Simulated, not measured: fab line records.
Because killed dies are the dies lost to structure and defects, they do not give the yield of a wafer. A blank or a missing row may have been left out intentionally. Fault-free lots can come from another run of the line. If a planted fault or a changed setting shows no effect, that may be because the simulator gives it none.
fab line records ; flow n5-finfet
record: lots: 7; wafers: 39
route steps=1938 shown STI_FIN_REVEAL@190 SD_EPI_N@281 HKMG_FIN@412 GATE_CUT@469 MOL_CONTACT_COAG@608 BEOL_M4@1111
start-h: hours from the record's first day to the start of the lot's first wafer shown ; wait-h: time in hours since the lot's previous step ; " repeats the value in the row above ; L1.1+2: several wafers, shown together as one row ; - value missing, or start not given ; * or withheld: withheld ; < > ~ a bound
route shown NAME@n: names a module that has steps shown in the file, with the first one's number in the route ; usual: the fault-free wafers' mean and standard deviation ; same: alike in all rows ; chamber/n: place in a boat ; sites: the reading at each site ; _std_site: standard deviation across them ; _edge_site: mean of outer sites minus mean of inner sites ; radius-mm: how far each site lies from the wafer's centre ; mask NAME#n: copy n ; behind: the most recent tool/chamber to have shaped the wafer ; hold: what put the lot on hold/how long, in hours/how the hold closed ; device: the transistor (n, p or np) that didn't switch ; end of line: the route-end tests of the same wafers ; for a step that has no rows: nothing shown but its recipe ; killed: the dies lost at the first sort to structure and to defects; this is not the yield of the wafer ; map: dies across one wafer; x = killed, . = not, _ = none there
set.NAME: the setting that was run; set.NAME@STEP: the one run at that earlier step ; model.NAME: the simulator's own value behind a step, which no gauge read
lots whose settings were changed on purpose; a table a step, a row a wafer
== steps ==
step: N5_STI_FIN_REVEAL_ETCHBACK_08
recipe: chemistry: C4F6/O2; target: SiO2; target-depth-a: 305; time-s: 10.167; ion-energy-ev: 250; pressure-mtorr: 30; source-w: 345; bias-w: 185; Ar_flow_sccm: 300; C4F6_flow_sccm: 10; O2_flow_sccm: 10
step: N5_SD_EPI_N_SD_RECESS_17
recipe: chemistry: HBr/Cl2/O2; target-depth-a: 410; mask-material: SOC; time-s: 23.7; bt-time-s: 3; pressure-mtorr: 10; icp-w: 800; bias-w: 112; HBr_flow_sccm: 150; Cl2_flow_sccm: 80; O2_flow_sccm: 12
step: N5_HKMG_FIN_ALD_79
recipe: material: TiN; target-thk-a: 15; temp-c: 400; ald-precursor-family: TiCl4; ald-co-reactant: NH3; pulse-time-s: 1; purge-time-s: 3; co-reactant-purge-time-s: 2; co-reactant-pulse-time-s: 2; ald-cycles: 68; pressure-torr: 3
step: N5_GATE_CUT_ETCH_58
recipe: chemistry: CH3F/O2; target: SiNx; target-depth-a: 170; time-s: 128.6; ion-energy-ev: 50; pressure-mtorr: 30; source-w: 415; bias-w: 21; Ar_flow_sccm: 150; CH3F_flow_sccm: 30; O2_flow_sccm: 20
step: N5_MOL_CONTACT_COAG_ALD_133
recipe: material: SiO2; target-thk-a: 50; temp-c: 100; ald-precursor-family: BDEAS; ald-co-reactant: O2-plasma; pulse-time-s: 1; co-reactant-pulse-time-s: 1; purge-time-s: 2; co-reactant-purge-time-s: 2; ald-cycles: 35; pressure-torr: 2
step: N5_BEOL_M4_RC_MEAS_101
usual: CJ_N: 4.30/0.1; ION_N: 672/12; ION_P: 462/8.5; REXT_N: 75.5/1.9; REXT_P: 100.4/2.1
lot.wafer;tool;chamber;start-h;wait-h;set.target-depth-a@STI_FIN_REVEAL_ETCHBACK_08;set.time-s@SD_EPI_N_SD_RECESS_17;set.ald-cycles@HKMG_FIN_ALD_79;set.source-w@GATE_CUT_ETCH_58;set.temp-c@MOL_CONTACT_COAG_ALD_133;CJ_N;ION_N[uA/um];ION_P[uA/um];REXT_N[ohm.um];REXT_P[ohm.um]
L076.1;prober-01;0;168.26;0.0;305;24.95;68;380;100;4.44;691;471;73.7;98.7
L076.2;prober-01;0;168.26;0.0;305;24.95;68;415;100;4.44;666;460;74.6;97.2
L076.3;prober-01;0;168.26;0.0;305;24.95;68;380;100;4.61;695;468;73.9;98.1
L076.4;prober-01;0;168.26;0.0;305;23.7;68;380;100;4.16;675;462;76.8;100.2
L076.5;prober-01;0;168.26;0.0;305;23.7;68;415;100;4.17;677;465;75.6;99.0
L076.6;prober-01;0;168.26;0.0;305;23.7;68;415;100;4.36;682;471;74.9;97.4
L077.1;prober-01;0;192.46;0.0;305;21.5;57;415;100;3.96;649;464;79.0;101.2
L077.2;prober-01;0;192.46;0.0;305;23.7;68;415;101.5;4.37;662;464;77.4;102.3
L077.3;prober-01;0;192.46;0.0;305;23.7;68;442;100;4.33;675;469;77.1;103.1
L077.4;prober-01;0;192.46;0.0;262.5;21.5;57;442;100;3.83;599;426;81.3;107.4
L077.5;prober-01;0;192.46;0.0;262.5;23.7;57;415;101.5;4.31;629;433;80.2;105.1
L077.6;prober-01;0;192.46;0.0;262.5;21.5;68;442;101.5;3.93;593;423;82.1;107.0
L079.1;prober-01;0;196.42;0.0;305;23.7;68;384.4;100;4.31;678;461;76.4;101.7
L079.2;prober-01;0;196.42;0.0;293.3;23.7;68;384.4;100;4.34;680;456;75.5;104.1
L079.3;prober-01;0;196.42;0.0;305;23.7;68;415;100;4.12;663;454;77.2;105.0
L079.4;prober-01;0;196.42;0.0;293.3;23.7;62;384.4;100;4.11;670;452;77.3;105.1
L079.5;prober-01;0;196.42;0.0;293.3;23.7;62;415;100;4.10;650;448;78.1;104.8
L079.6;prober-01;0;196.42;0.0;305;23.7;62;415;100;4.35;675;461;75.4;103.4
L078.1;prober-01;0;199.23;0.0;328.1;23.7;68;415;100;4.48;710;481;71.8;98.5
L078.2;prober-01;0;199.23;0.0;305;23.7;68;415;100;4.28;674;463;75.5;100.9
L078.3;prober-01;0;199.23;0.0;328.1;23.7;68;415;100;4.34;661;459;75.0;100.0
L078.4;prober-01;0;199.23;0.0;305;23.7;68;415;102.2;4.22;660;455;75.3;100.7
L078.5;prober-01;0;199.23;0.0;305;23.7;68;415;102.2;4.45;671;461;74.3;99.9
L078.6;prober-01;0;199.23;0.0;328.1;23.7;68;415;102.2;4.31;694;476;73.5;98.6
L080.1;prober-02;0;203.75;0.0;305;23.7;68;415;100;4.31;667;459;75.8;101.0
L080.5;prober-02;0;203.75;0.0;305;23.7;68;415;100;4.25;655;453;76.5;101.3
L080.6;prober-02;0;203.75;0.0;305;23.7;68;415;100;4.13;670;466;77.0;102.9
L083.1;prober-02;0;218.10;0.0;305;23.7;56;415;100;4.19;674;466;76.9;102.0
L083.2;prober-02;0;218.10;0.0;305;23.7;68;415;103.6;4.19;663;457;77.3;102.0
L083.3;prober-02;0;218.10;0.0;330;23.7;68;415;100;4.32;701;486;75.7;100.9
L083.4;prober-02;0;218.10;0.0;330;23.7;56;415;103.6;4.32;703;485;74.1;100.5
L083.5;prober-02;0;218.10;0.0;330;23.7;56;415;100;4.32;706;483;75.9;100.8
L083.6;prober-02;0;218.10;0.0;305;23.7;68;415;103.6;4.13;659;465;77.6;102.7
L090.1;prober-01;0;262.51;0.0;305;23.7;68;443.2;95.93;4.45;685;463;72.7;102.6
L090.2;prober-01;0;262.51;0.0;305;23.7;68;443.2;100;4.40;683;467;73.7;103.5
L090.3;prober-01;0;262.51;0.0;305;24.52;68;415;95.93;4.45;672;460;73.0;101.8
L090.4;prober-01;0;262.51;0.0;305;23.7;68;415;95.93;4.26;656;452;74.7;102.6
L090.5;prober-01;0;262.51;0.0;305;24.52;68;443.2;100;4.52;672;462;72.9;103.7
L090.6;prober-01;0;262.51;0.0;305;24.52;68;415;100;4.55;683;459;72.0;101.4
== key ==
split: step: N5_STI_FIN_REVEAL_ETCHBACK_08; setting: target-depth-a; stated-as: 305
response: step: N5_BEOL_M4_RC_MEAS_101; reading: ION_P; slope: +2.47; per: 1%; together-with: all; explained: 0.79
response: step: N5_BEOL_M4_RC_MEAS_101; reading: ION_N; slope: +3.52; per: 1%; together-with: all; explained: 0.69
response: step: N5_BEOL_M4_RC_MEAS_101; reading: REXT_P; slope: -0.254; per: 1%; together-with: all; explained: 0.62
response: step: N5_BEOL_M4_RC_MEAS_101; reading: REXT_N; slope: -0.215; per: 1%; together-with: all; explained: 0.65
split: step: N5_SD_EPI_N_SD_RECESS_17; setting: time-s; stated-as: 23.7
response: step: N5_BEOL_M4_RC_MEAS_101; reading: CJ_N; slope: +0.0429; per: 1%; together-with: all; explained: 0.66
split: step: N5_HKMG_FIN_ALD_79; setting: ald-cycles; stated-as: 68
response none clear
split: step: N5_GATE_CUT_ETCH_58; setting: source-w; stated-as: 415
response none clear
split: step: N5_MOL_CONTACT_COAG_ALD_133; setting: temp-c; stated-as: 100
response none clear
